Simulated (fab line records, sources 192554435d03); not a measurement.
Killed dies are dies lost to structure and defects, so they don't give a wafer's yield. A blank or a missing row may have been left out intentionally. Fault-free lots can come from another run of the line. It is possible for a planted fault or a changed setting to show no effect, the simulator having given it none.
fab line records	flow n5Finfet
record: lots: 5	wafers: 15	lastDay: 16
route steps=1938 shown PMOS_HMC_CHANNEL_EPI@62 FIN_SAQP@90 BEOL_M4@1111
lots untouched by any fault: they come from a run of this same line in which no faults occurred
startH: hours from the record's first day to the start of the lot's first wafer shown	waitH: hours since the lot's step before	" the same as in the row above	L1.1+2: a single row standing in for several wafers	- no value, or no start was given	* or withheld: withheld	< > ~ a bound
route shown NAME@n: names a module that has steps shown in the file, with the first one's number in the route	usual: mean/standard deviation of fault-free wafers	same: alike in all rows	chamber/n: place in a boat	sites: readings site by site	_std_site: standard deviation across them	_edge_site: outer sites' mean less inner sites'	radiusMm: how far each site lies from the wafer's centre	mask NAME#n: copy n	behind: the last tool/chamber to shape the wafer	hold: reason for holding the lot/hours on hold/outcome of the hold	device: transistor that didn't switch, given as n, p or np	end of line: at the end of the route, the tests of the same wafers	step lacking rows: just its recipe	killed: dies that structure and defects cost at the first sort, which is not the same as the wafer's yield	map: dies across one wafer; x = killed, . = not, _ = none there
set.NAME: the setting as run; set.NAME@STEP: as run at that earlier step	model.NAME: the simulator's own value behind a step, which no gauge read
lots at selected steps of the route; one table per step, one row per wafer
services: the hour from which a tool's chamber was out of use, counted from the record's first day as startH (under 0 if before that day), plus the number of hours and why
== steps ==
step: N5_PMOS_HMC_CHANNEL_EPI_EXPOSE_06
recipe: maskId: PMOS_HMC_BLK	na: 1.35	sourceShape: conventional	sigmaOuter: 0.8	polarization: unpolarized	targetCdNm: 240	doseMj: 41
step: N5_PMOS_HMC_CHANNEL_EPI_PEB_07
recipe: pebTempC: 110	pebTimeS: 60	resist: CAR-ArF-block
step: N5_PMOS_HMC_CHANNEL_EPI_DEVELOP_08
recipe: developTimeS: 30	developer: TMAH	resist: CAR-ArF-block	devTempC: 23	rinseLiquid: diw	dry: airSpin
step: N5_PMOS_HMC_CHANNEL_EPI_CD_MEAS_09
recipe: targetCdNm: 237.4	landingEnergyEv: 500	detector: seInlens
usual: cdNm: 237.1/0.76
lot.wafer	tool	chamber	startH	waitH	cdNm
L673.3	cdSem-02	0	16.87	-	236.6
L673.4	"	0	"	"	236.7
L673.5	"	0	"	"	237.0
L678.1	cdSem-03	0	47.17	-	237.5
L678.3	"	0	"	"	237.0
L678.6	"	0	"	"	236.5
L681.2	cdSem-01	0	65.18	-	236.3
L681.3	"	0	"	"	236.3
L681.6	"	0	"	"	235.8
L690.1	cdSem-01	0	119.50	-	237.4
L690.3	"	0	"	"	237.6
L690.6	"	0	"	"	237.0
L691.1	cdSem-03	0	125.64	-	236.2
L691.4	"	0	"	"	237.0
L691.6	"	0	"	"	236.6
step: N5_PMOS_HMC_CHANNEL_EPI_OVL_MEAS_10
recipe: pointsPerWafer: 44
usual: PMOS_HMC_BLK_OVL: -0.3/0.83
lot.wafer	tool	chamber	startH	waitH	PMOS_HMC_BLK_OVL[nm]
L673.3	overlay-02	0	16.90	0.0	0.0
L673.4	"	0	"	"	-0.7
L673.5	"	0	"	"	-0.1
L678.1	overlay-01	0	47.20	0.0	1.4
L678.3	"	0	"	"	1.0
L678.6	"	0	"	"	0.9
L681.2	overlay-01	0	65.21	0.0	0.1
L681.3	"	0	"	"	0.2
L681.6	"	0	"	"	-0.3
L690.1	overlay-01	0	119.53	0.0	-0.2
L690.3	"	0	"	"	0.1
L690.6	"	0	"	"	1.1
L691.1	overlay-01	0	125.67	0.0	-1.1
L691.4	"	0	"	"	-1.7
L691.6	"	0	"	"	-1.2
step: N5_PMOS_HMC_CHANNEL_EPI_INSPECT_11
recipe: mode: adi	inspectInstrument: macro
usual: rawDefectCount: 1.8/1.3
lot.wafer	tool	chamber	startH	waitH	rawDefectCount
L673.3	defectInspect-02	-	16.93	0.0	2
L673.4	"	-	"	"	0
L673.5	"	-	"	"	0
L678.1	defectInspect-01	-	47.22	0.0	3
L678.3	"	-	"	"	1
L678.6	"	-	"	"	0
L681.2	defectInspect-02	-	65.23	0.0	1
L681.3	"	-	"	"	4
L681.6	"	-	"	"	4
L690.1	defectInspect-02	-	119.56	0.0	2
L690.3	"	-	"	"	1
L690.6	"	-	"	"	1
L691.1	defectInspect-01	-	125.69	0.0	1
L691.4	"	-	"	"	2
L691.6	"	-	"	"	1
step: N5_PMOS_HMC_CHANNEL_EPI_DESCUM_14
recipe: chemistry: O2	timeS: 7.9	sourcePowerW: 50	biasPowerW: 20	pressureMtorr: 20	rfFrequencyHz: 2.712e+07	tempC: 40	resist: CAR-ArF-block	o2FlowSccm: 225
step: N5_PMOS_HMC_CHANNEL_EPI_ETCH_32
recipe: chemistry: N2/H2	target: BARC	stopOn: SiO2	targetDepthA: 858	overEtchFrac: 0.3	timeS: 50.3	ionEnergyEv: 200	maskMaterial: CAR-ArF-block	pressureMtorr: 30	sourceW: 840	biasW: 150	n2FlowSccm: 200	h2FlowSccm: 200
step: N5_PMOS_HMC_CHANNEL_EPI_HM_OPEN_15
recipe: chemistry: CHF3/O2	target: SiO2	maskMaterial: CAR-ArF-block	targetDepthA: 406	CHF3_flow_sccm: 50	O2_flow_sccm: 5	Ar_flow_sccm: 200	timeS: 20.3	pressureMtorr: 30	sourceW: 650	biasW: 170	ionEnergyEv: 200
usual: drypumpMotorCurrentA: 5.6/0.42	oes_f_703_au: 0.82/0.098	oesProductAu: 0.82/0.1	rfFwdPowerW: 644.3/2.9	rfVppV: 525/5.9	showerheadPlenumPTorr: 2.43/0.091	throttleValvePct: 18.91/0.23
same: timeS: 20.3
lot.wafer	tool	chamber	startH	waitH	drypumpMotorCurrentA	oes_f_703_au	oesProductAu	rfFwdPowerW	rfHoursCounterH	rfVppV	showerheadPlenumPTorr	throttleValvePct
L673.3	rieDiel-03	3	17.04	0.0	4.7	0.97	0.98	647.5	0	526	2.37	18.96
L673.4	"	3	"	"	4.8	0.96	0.98	648.1	-	526	2.37	18.97
L673.5	"	2	"	"	5.4	0.91	0.89	641.0	-	520	2.55	19.07
L678.1	rieDiel-04	3	47.66	0.0	6.5	0.75	0.74	642.4	179	521	2.31	18.95
L678.3	"	2	"	"	5.8	0.73	0.71	649.1	190	524	2.49	19.09
L678.6	"	2	"	"	5.8	0.72	0.71	650.0	-	524	2.49	19.09
L681.2	rieDiel-03	0	65.34	0.0	5.2	0.73	0.73	643.9	201	516	2.30	19.14
L681.3	"	1	"	"	5.9	0.95	0.96	642.8	6	523	2.47	18.76
L681.6	"	0	"	"	5.2	0.73	0.73	645.5	-	516	2.30	19.15
L690.1	rieDiel-03	2	119.67	0.0	5.4	0.86	0.85	643.0	66	520	2.54	19.13
L690.3	"	0	"	"	5.2	0.72	0.71	648.1	216	516	2.29	19.17
L690.6	"	1	"	"	5.9	0.91	0.90	644.3	-	521	2.46	18.76
L691.1	rieDiel-01	3	125.80	0.0	5.4	0.90	0.92	646.9	28	530	2.45	18.79
L691.4	"	0	"	"	5.0	0.89	0.90	648.7	30	527	2.56	18.83
L691.6	"	3	"	"	5.4	0.90	0.91	647.4	-	532	2.45	18.81
step: N5_PMOS_HMC_CHANNEL_EPI_STRIP_33
recipe: chemistry: N2/H2	powerW: 500	tempC: 40	pressureMtorr: 50	rfFrequencyHz: 6e+07	overashFraction: 0.3	biasPowerW: 8	h2Frac: 0.5	n2FlowSccm: 300	h2FlowSccm: 300
step: N5_PMOS_HMC_CHANNEL_EPI_STRIP_17
recipe: chemistry: SPM	timeS: 750	tempC: 130	h2so4H2o2VolRatio: 4	dry: ipaMarangoni
step: N5_PMOS_HMC_CHANNEL_EPI_ETCH_38
recipe: chemistry: CF4	target: SiO2	targetDepthA: 15	ionEnergyEv: 350	pressureMtorr: 10	icpW: 800	biasW: 400	cf4FlowSccm: 80
step: N5_PMOS_HMC_CHANNEL_EPI_FIN_RECESS_16
recipe: chemistry: HBr/Cl2	target: Si	maskMaterial: SiO2	targetDepthA: 540	timeS: 18	pressureMtorr: 10	icpW: 800	biasW: 75	HBr_flow_sccm: 150	Cl2_flow_sccm: 80
usual: drypumpMotorCurrentA: 5.6/0.38	oesProductAu: 0.995/0.012	rfFwdPowerW: 795/3	throttleValvePct: 35.54/0.25
lot.wafer	tool	chamber	startH	waitH	drypumpMotorCurrentA	oesProductAu	rfFwdPowerW	rfHoursCounterH	throttleValvePct	model.PMOS_HMC_CHANNEL_EPI.featureDepthNm	model.etch.depthNm
L673.3	rieSi-04	0	17.41	0.0	5.8	0.991	795	157	35.84	53.97	53.97
L673.4	"	1	"	"	4.9	0.983	796	143	35.58	53.06	53.06
L673.5	"	0	"	"	5.8	0.994	790	-	35.82	54.03	54.03
L678.1	rieSi-02	1	48.04	0.0	5.5	0.998	795	86	35.34	54.31	54.31
L678.3	"	0	"	"	6.3	1.000	795	24	35.23	53.4	53.4
L678.6	"	0	"	"	6.3	1.001	795	-	35.25	53.94	53.94
L681.2	rieSi-02	0	65.72	0.0	6.4	1.009	795	24	35.22	57.65	57.65
L681.3	"	3	"	"	5.9	1.008	793	34	35.10	54.09	54.09
L681.6	"	1	"	"	5.5	0.990	794	-	35.32	57.89	57.89
L690.1	rieSi-04	0	120.05	0.0	5.8	0.989	799	159	35.82	54.11	54.11
L690.3	"	3	"	"	5.7	0.989	792	121	35.53	54.46	54.46
L690.6	"	3	"	"	5.7	0.984	797	-	35.56	54.14	54.14
L691.1	rieSi-04	2	126.18	0.0	5.4	1.007	793	8	35.60	54.53	54.53
L691.4	"	3	"	"	5.7	0.993	795	121	35.52	54.54	54.54
L691.6	"	0	"	"	5.7	0.991	797	-	35.83	54.12	54.12
step: N5_PMOS_HMC_CHANNEL_EPI_PRECLEAN_36
recipe: chemistry: O3/DIW	timeS: 45	tempC: 22	o3Ppm: 10
step: N5_PMOS_HMC_CHANNEL_EPI_PRECLEAN_18
recipe: chemistry: DHF	timeS: 30	tempC: 25	dilution: withheld
step: N5_PMOS_HMC_CHANNEL_EPI_SRD_19
recipe: dry: ipaMarangoni	doPpb: 5	timeS: 30	tempC: 23	rinseLiquid: diw
step: N5_PMOS_HMC_CHANNEL_EPI_EPI_20
recipe: material: SiGe30	maskMaterial: SiO2	pressureTorr: 20	targetThkA: 590	tempC: 600
step: N5_PMOS_HMC_CHANNEL_EPI_HM_STRIP_35
recipe: chemistry: dHF	tempC: 25	material: SiO2	target: SiO2	targetDepthA: 396	timeS: 216
step: N5_PMOS_HMC_CHANNEL_EPI_SRD_39
recipe: dry: ipaMarangoni	timeS: 30	tempC: 23	rinseLiquid: diw
step: N5_PMOS_HMC_CHANNEL_EPI_CMP_21
recipe: material: SiGe30	postCmpClean: alkalineBrush	targetThkNm: 54
usual: motorCurrentA: 12.6/0.9
lot.wafer	tool	chamber	startH	waitH	motorCurrentA
L673.3	cmp-01	1	18.96	0.1	13.7
L673.4	"	3	"	"	12.9
L673.5	"	1	"	"	13.3
L678.3	cmp-03	1	49.55	0.0	10.4
L678.1	"	0	"	"	12.1
L678.6	"	1	"	"	10.6
L681.2	cmp-01	3	67.67	0.1	13.4
L681.3	"	0	"	"	12.2
L681.6	"	2	"	"	13.0
L690.3	cmp-04	3	121.57	0.0	12.2
L690.1	"	0	"	"	12.4
L690.6	"	3	"	"	12.2
L691.4	cmp-01	2	127.69	0.0	14.3
L691.1	"	0	"	"	12.3
L691.6	"	2	"	"	14.2
step: N5_PMOS_HMC_CHANNEL_EPI_THK_MEAS_22
recipe: reads: SiGe30_of_PMOS_HMC_CHANNEL_EPI_EPI_20
usual: HMC_CMP_THK: 53.9/0.62
lot.wafer	tool	chamber	startH	waitH	HMC_CMP_THK[nm]
L673.3	filmMetro-02	-	19.22	-	54.0
L673.4	"	-	"	"	53.2
L673.5	"	-	"	"	54.0
L678.1	filmMetro-01	-	49.84	-	54.5
L678.3	"	-	"	"	53.5
L678.6	"	-	"	"	54.0
L681.2	filmMetro-02	-	67.92	-	57.6
L681.3	"	-	"	"	54.0
L681.6	"	-	"	"	57.8
L690.1	filmMetro-01	-	121.87	-	54.0
L690.3	"	-	"	"	54.4
L690.6	"	-	"	"	54.1
L691.1	filmMetro-01	-	127.98	-	54.7
L691.4	"	-	"	"	54.5
L691.6	"	-	"	"	54.2
step: N5_PMOS_HMC_CHANNEL_EPI_PRECLEAN_40
recipe: chemistry: DHF	timeS: 30	tempC: 25	dilution: withheld
step: N5_PMOS_HMC_CHANNEL_EPI_PRECLEAN_37
recipe: chemistry: O3/DIW	timeS: 45	tempC: 22	o3Ppm: 10
step: N5_PMOS_HMC_CHANNEL_EPI_PRECLEAN_24
recipe: chemistry: DHF	timeS: 30	tempC: 25	dilution: withheld
step: N5_PMOS_HMC_CHANNEL_EPI_SRD_25
recipe: dry: ipaMarangoni	doPpb: 5	timeS: 30	tempC: 23	rinseLiquid: diw
step: N5_PMOS_HMC_CHANNEL_EPI_EPI_26
recipe: material: Si	targetThkA: 38	tempC: 650	precursor: SiH4/H2	pressureTorr: 20	timeS: 22.7
step: N5_PMOS_HMC_CHANNEL_EPI_INSPECT_30
recipe: inspectInstrument: darkfield	mode: postEpi
usual: rawDefectCount: 18/5.8
lot.wafer	tool	chamber	startH	waitH	rawDefectCount
L673.3	defectInspect-02	-	19.71	0.0	16
L673.4	"	-	"	"	11
L673.5	"	-	"	"	11
L678.1	defectInspect-02	-	50.32	0.0	13
L678.3	"	-	"	"	23
L678.6	"	-	"	"	17
L681.2	defectInspect-02	-	68.40	0.0	14
L681.3	"	-	"	"	19
L681.6	"	-	"	"	30
L690.1	defectInspect-01	-	122.37	0.0	35
L690.3	"	-	"	"	13
L690.6	"	-	"	"	20
L691.1	defectInspect-01	-	128.46	0.0	18
L691.4	"	-	"	"	15
L691.6	"	-	"	"	18
step: N5_FIN_SAQP_PRECLEAN_42
recipe: chemistry: O3/DIW	timeS: 60	tempC: 22	o3Ppm: 10
step: N5_FIN_SAQP_PRECLEAN_00
recipe: chemistry: SC1	timeS: 60	tempC: 55	mix: 1:2:50
step: N5_FIN_SAQP_PRECLEAN_44
recipe: chemistry: SC2	timeS: 45	tempC: 35	mix: 1:1:50
step: N5_FIN_SAQP_SRD_01
recipe: dry: ipaMarangoni	timeS: 30	tempC: 23	rinseLiquid: diw
step: N5_FIN_SAQP_ALD_61
recipe: material: SiO2	targetThkA: 40	tempC: 300	aldPrecursorFamily: BDEAS	aldCoReactant: O2-plasma	pulseTimeS: 1	purgeTimeS: 2	coReactantPurgeTimeS: 2	aldCycles: 43	pressureTorr: 2
step: N5_FIN_SAQP_DENSIFY_62
recipe: tempC: 700	timeS: 60	ambient: N2	idleTempC: 600	rampUpCPerS: 150	rampDownCPerS: 60	coolToC: 600
usual: lampPowerPct: 9.84/0.051	lamp_zone_2_pct: 9.844/0.01	wafer_temp_C_max: 703.4/0.64
same: timeS: 60
lot.wafer	tool	chamber	startH	waitH	lampPowerPct	lamp_zone_2_pct	wafer_temp_C_max
L673.3	rtpAnneal-02	0	20.71	0.3	9.86	9.834	704.4
L673.4	"	0	"	"	9.74	9.846	702.7
L673.5	"	0	"	"	9.79	9.838	703.9
L678.1	rtpAnneal-02	0	50.80	0.3	9.82	9.845	702.8
L678.3	"	0	"	"	9.87	9.837	703.5
L678.6	"	0	"	"	9.87	9.843	704.1
L681.2	rtpAnneal-01	0	68.76	0.1	9.86	9.839	703.0
L681.3	"	0	"	"	9.87	9.844	702.8
L681.6	"	0	"	"	9.82	9.849	703.4
L690.1	rtpAnneal-02	0	123.18	0.2	9.79	9.842	703.4
L690.3	"	0	"	"	9.86	9.837	702.9
L690.6	"	0	"	"	9.76	9.848	702.7
L691.1	rtpAnneal-02	0	128.91	0.2	9.81	9.849	703.8
L691.4	"	0	"	"	9.81	9.825	703.5
L691.6	"	0	"	"	9.84	9.838	703.2
step: N5_FIN_SAQP_HM_DEP_03
recipe: material: SiNx	targetThkA: 380	tempC: 400	precursor: SiH4/NH3/N2	pressureTorr: 1.5	rfW: 300	timeS: 33.6
usual: heaterPowerW: 812/98	rfFwdPowerW: 297.8/1.1	showerheadPlenumPTorr: 5.15/0.066	throttleValvePct: 39.4/1.3
same: timeS: 33.6
lot.wafer	tool	chamber	startH	waitH	heaterPowerW	rfFwdPowerW	showerheadPlenumPTorr	sinceWetCleanH	throttleValvePct
L673.3	pecvd-03	1	20.87	0.1	780	298.1	5.26	1631	40.1
L673.4	"	2	"	"	776	298.2	5.05	-	38.1
L673.5	"	1	"	"	786	298.9	5.26	-	39.5
L678.1	pecvd-02	0	51.01	0.2	854	296.9	5.17	1117	40.8
L678.3	"	1	"	"	584	298.1	5.09	1842	38.4
L678.6	"	0	"	"	883	297.1	5.17	-	40.8
L681.2	pecvd-03	0	68.94	0.2	829	297.3	5.13	954	40.4
L681.3	"	2	"	"	861	297.2	5.07	200	38.3
L681.6	"	0	"	"	835	297.7	5.15	-	40.6
L690.1	pecvd-03	2	123.40	0.2	819	297.7	5.05	255	38.7
L690.3	"	0	"	"	857	298.8	5.13	-	40.8
L690.6	"	0	"	"	868	297.4	5.14	-	40.8
L691.1	pecvd-02	2	129.13	0.2	794	297.7	5.16	414	37.3
L691.4	"	1	"	"	689	297.6	5.08	-	38.4
L691.6	"	0	"	"	862	295.6	5.18	-	40.9
step: N5_FIN_SAQP_THK_MEAS_05
usual: thkNm: 38.0/0.47
lot.wafer	tool	chamber	startH	waitH	thkNm
L673.3	filmMetro-02	-	20.96	0.1	37.9
L673.4	"	-	"	"	37.8
L673.5	"	-	"	"	38.2
L678.1	filmMetro-02	-	51.10	0.1	37.9
L678.3	"	-	"	"	38.0
L678.6	"	-	"	"	38.8
L681.2	filmMetro-01	-	69.03	0.1	37.4
L681.3	"	-	"	"	37.6
L681.6	"	-	"	"	38.5
L690.1	filmMetro-01	-	123.51	0.1	37.7
L690.3	"	-	"	"	38.8
L690.6	"	-	"	"	38.7
L691.1	filmMetro-02	-	129.22	0.1	37.0
L691.4	"	-	"	"	38.4
L691.6	"	-	"	"	38.1
step: N5_FIN_SAQP_PECVD_47
recipe: material: a-Si	targetThkA: 450	tempC: 400	precursor: SiH4/He	pressureTorr: 3	rfW: 100	timeS: 36.3
step: N5_FIN_SAQP_PECVD_48
recipe: material: SiNx	targetThkA: 250	tempC: 400	precursor: SiH4/NH3/N2	pressureTorr: 1.5	rfW: 300	timeS: 22.1
usual: heaterPowerW: 813/85	rfFwdPowerW: 296.7/1.4	showerheadPlenumPTorr: 5.14/0.063	throttleValvePct: 39.5/1.5
same: timeS: 22.1
lot.wafer	tool	chamber	startH	waitH	heaterPowerW	rfFwdPowerW	showerheadPlenumPTorr	sinceWetCleanH	throttleValvePct
L673.3	pecvd-02	1	21.03	0.0	682	295.4	5.08	1812	38.3
L673.4	"	1	"	"	683	296.7	5.09	-	38.5
L673.5	"	2	"	"	804	296.8	5.17	-	36.9
L678.1	pecvd-04	0	51.18	0.0	993	297.1	5.18	755	40.4
L678.3	"	2	"	"	884	294.8	5.19	1	36.7
L678.6	"	0	"	"	961	294.8	5.17	-	40.1
L681.2	pecvd-02	0	69.11	0.0	783	294.7	5.17	1135	40.7
L681.3	"	1	"	"	697	296.2	5.09	1860	38.5
L681.6	"	2	"	"	800	296.1	5.17	-	37.3
L690.1	pecvd-02	0	123.59	0.0	781	297.4	5.17	1190	40.9
L690.3	"	1	"	"	686	297.6	5.08	1915	38.2
L690.6	"	1	"	"	694	297.9	5.10	-	38.4
L691.1	pecvd-03	2	129.30	0.0	829	297.9	5.06	260	38.5
L691.4	"	1	"	"	862	298.2	5.25	-	39.9
L691.6	"	0	"	"	934	299.1	5.14	-	40.8
step: N5_FIN_SAQP_PECVD_06
recipe: material: a-Si	targetThkA: 600	tempC: 400	precursor: SiH4/He	pressureTorr: 3	rfW: 100	timeS: 48.1
step: N5_FIN_SAQP_THK_MEAS_07
usual: thkNm: 60.2/0.84
lot.wafer	tool	chamber	startH	waitH	thkNm
L673.3	filmMetro-01	-	21.16	0.1	59.5
L673.4	"	-	"	"	61.0
L673.5	"	-	"	"	60.5
L678.1	filmMetro-02	-	51.31	0.1	59.8
L678.3	"	-	"	"	59.9
L678.6	"	-	"	"	61.6
L681.2	filmMetro-01	-	69.24	0.1	58.6
L681.3	"	-	"	"	59.0
L681.6	"	-	"	"	60.3
L690.1	filmMetro-01	-	123.72	0.1	59.3
L690.3	"	-	"	"	59.1
L690.6	"	-	"	"	60.6
L691.1	filmMetro-01	-	129.43	0.1	60.3
L691.4	"	-	"	"	61.6
L691.6	"	-	"	"	60.9
step: N5_FIN_SAQP_HM_DEP_72
recipe: material: SiO2	targetThkA: 120	tempC: 400	precursor: SiH4/N2O	pressureTorr: 0.75	rfW: 275	timeS: 7.2
step: N5_FIN_SAQP_COAT_49
recipe: resist: SOC	tempC: 250	timeS: 60	spinRpm: 1500	resistThkNm: 100
step: N5_BEOL_M4_RC_MEAS_101
usual: CJ_P: 5.81/0.14	DIBL_N: 36.4/1.3	DIBL_P: 36.5/1.7	IOFF_N: 0.154/0.022	IOFF_P: 0.202/0.025	ION_N: 671/9.8	ION_P: 460/6.8	SS_N: 71.6/0.54	SS_P: 73.4/0.58	VT_N: 250.9/2.8	VT_P: -251.4/2.7
lot.wafer	tool	chamber	startH	waitH	CJ_P	DIBL_N[mV/V]	DIBL_P[mV/V]	IOFF_N[nA/um]	IOFF_P[nA/um]	ION_N[uA/um]	ION_P[uA/um]	SS_N[mV/dec]	SS_P[mV/dec]	VT_N[mV]	VT_P[mV]
L673.3	prober-01	0	168.19	0.3	5.91	39.2	37.6	0.178	0.219	674	463	72.4	74.0	250.6	-252.2
L673.4	"	0	"	"	5.99	39.8	39.4	0.197	0.238	675	463	72.7	74.7	245.5	-250.4
L673.5	"	0	"	"	5.86	37.8	36.3	0.156	0.205	671	460	71.9	73.5	251.4	-251.0
L678.1	prober-02	0	194.30	0.0	5.65	35.8	36.5	0.143	0.203	672	466	71.7	73.2	252.8	-251.1
L678.3	"	0	"	"	5.87	38.1	39.0	0.183	0.240	677	465	72.5	73.4	246.3	-250.3
L678.6	"	0	"	"	5.76	36.5	37.6	0.154	0.214	682	471	71.0	72.7	251.1	-248.0
L681.2	prober-02	0	222.82	0.2	5.19	34.9	35.7	0.129	0.202	664	466	71.1	73.4	256.8	-250.2
L681.3	"	0	"	"	5.95	38.1	39.3	0.194	0.264	684	474	72.1	73.9	247.2	-247.0
L681.6	"	0	"	"	5.05	35.3	36.0	0.141	0.215	670	467	71.6	74.2	254.5	-252.6
L690.1	prober-01	0	268.26	0.0	5.73	36.6	37.4	0.153	0.212	674	459	71.7	73.6	252.2	-250.5
L690.3	"	0	"	"	5.67	35.0	34.5	0.117	0.174	641	448	71.2	72.7	256.2	-253.7
L690.6	"	0	"	"	5.54	37.1	36.2	0.148	0.200	662	452	72.0	73.3	255.1	-250.5
L691.1	prober-02	0	270.44	0.0	5.76	36.4	36.4	0.150	0.220	665	464	72.0	72.8	249.2	-249.8
L691.4	"	0	"	"	5.64	36.1	35.2	0.142	0.202	663	459	71.1	72.6	252.9	-249.2
L691.6	"	0	"	"	5.66	36.9	36.9	0.161	0.217	667	459	72.2	73.0	251.3	-248.2
== services ==
tool	chamber	startH	hours	kind
rtpAnneal-02	-	-1.12	4.0	pm
rieDiel-03	1	15.74	-	clean
rieDiel-03	1	15.74	-	consumableReplace:focusRing
rieDiel-03	1	15.74	24.9	scheduledDown
rieDiel-03	1	15.74	24.9	ventCycle
rieDiel-03	0	17.93	3.8	repair
pecvd-04	-	35.59	0.3	repair
pecvd-03	-	36.11	0.6	repair
pecvd-02	2	42.06	5.5	scheduledDown
rieDiel-01	3	44.83	2.5	repair
cmp-01	-	53.29	4.0	pm
pecvd-03	1	54.10	2.1	scheduledDown
cmp-04	-	64.51	0.4	repair
cmp-04	-	82.26	5.0	pm
pecvd-03	-	84.18	0.7	repair
rieDiel-04	1	89.19	5.1	repair
rieDiel-01	0	102.36	22.0	repair
cmp-01	-	103.32	4.2	pm
rieDiel-04	1	105.96	14.5	repair
pecvd-04	-	110.67	40.2	repair
pecvd-03	-	113.55	1.0	repair
pecvd-03	1	117.22	11.6	repair
rieDiel-04	3	120.72	9.8	repair
cmp-03	-	124.34	7.2	pm
== key ==
firstSign: step: N5_PMOS_HMC_CHANNEL_EPI_THK_MEAS_22	reading: HMC_CMP_THK	direction: up	sigmas: 6.2	usual: 53.9	struck: 57.7
effect: step: N5_BEOL_M4_RC_MEAS_101	reading: CJ_P	direction: down	sigmas: 4.9	usual: 5.81	struck: 5.12
modelEffect: step: N5_PMOS_HMC_CHANNEL_EPI_FIN_RECESS_16	value: PMOS_HMC_CHANNEL_EPI.featureDepthNm	without: 54.29	struck: 57.77
metAt N5_PMOS_HMC_CHANNEL_EPI_FIN_RECESS_16
struckWafers L681.2,L681.6
onsetBetween 48.04 65.72
fault: kind: processParameterDrift	tool: rieSi-02	chamber: -	onsetH: 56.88	steps: N5_PMOS_HMC_CHANNEL_EPI_FIN_RECESS_16	channel: timeS	offset: *	shape: step	endH: 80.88	scope: struckWafersOnly	actsIn: *	stated: *
